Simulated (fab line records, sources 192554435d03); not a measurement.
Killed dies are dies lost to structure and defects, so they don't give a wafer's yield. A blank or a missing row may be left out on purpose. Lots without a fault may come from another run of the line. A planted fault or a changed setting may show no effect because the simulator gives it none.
Which tool did it? | flow n5_finfet | 11 lots, 33 wafers sampled, at 1 step of a route of 1938

WHAT THE GAUGES READ, wafer by wafer
N5_BEOL_M4_RC_MEAS_101.
lot  | measured     | on        | DIBL_N (mV/V)
L337 | day 8 04:22  | prober-02 | 35.3 34.0 35.9
L339 | day 8 21:01  | prober-02 | 32.6 29.3 34.5
L340 | day 9 03:10  | prober-01 | 36.8 36.2 34.8
L342 | day 9 11:10  | prober-02 | 36.7 38.2 37.1
L348 | day 11 03:49 | prober-02 | 35.2 35.5 32.4
L349 | day 11 12:02 | prober-01 | 34.1 33.9 32.4
L351 | day 11 20:20 | prober-01 | 35.2 34.8 35.6
L354 | day 12 20:40 | prober-02 | 36.1 42.1 37.3
L356 | day 13 04:31 | prober-01 | 36.6 37.2 38.2
L358 | day 13 20:48 | prober-02 | 35.1 37.9 37.0
L359 | day 14 09:07 | prober-02 | 35.7 35.4 35.6

WHICH TOOL RAN EACH LOT (tool, then ch and the chambers of the sampled wafers, then the start)
The record holds no process step before these readings.

THE ANSWER, worked out from the rows above alone
Rule: what is usual is taken from the lots themselves. Put in order of their means at a reading, lots are off if they are a third of the lots or fewer, leave a main group of 4 or more, and stand apart from it by a gap of 3 or more times the standard deviation of the main group's means; of several such gaps the widest counts. A main group whose means are all the same, to the digits that the tables above print for the reading, isn't used. A lot without any number at a reading at which 4 lots or more have one is off too. The other lots that the step has rows for count as sound.
No lot is off at any reading shown: from this, nothing can be told.

WHAT THE SIMULATOR HAD PUT IN
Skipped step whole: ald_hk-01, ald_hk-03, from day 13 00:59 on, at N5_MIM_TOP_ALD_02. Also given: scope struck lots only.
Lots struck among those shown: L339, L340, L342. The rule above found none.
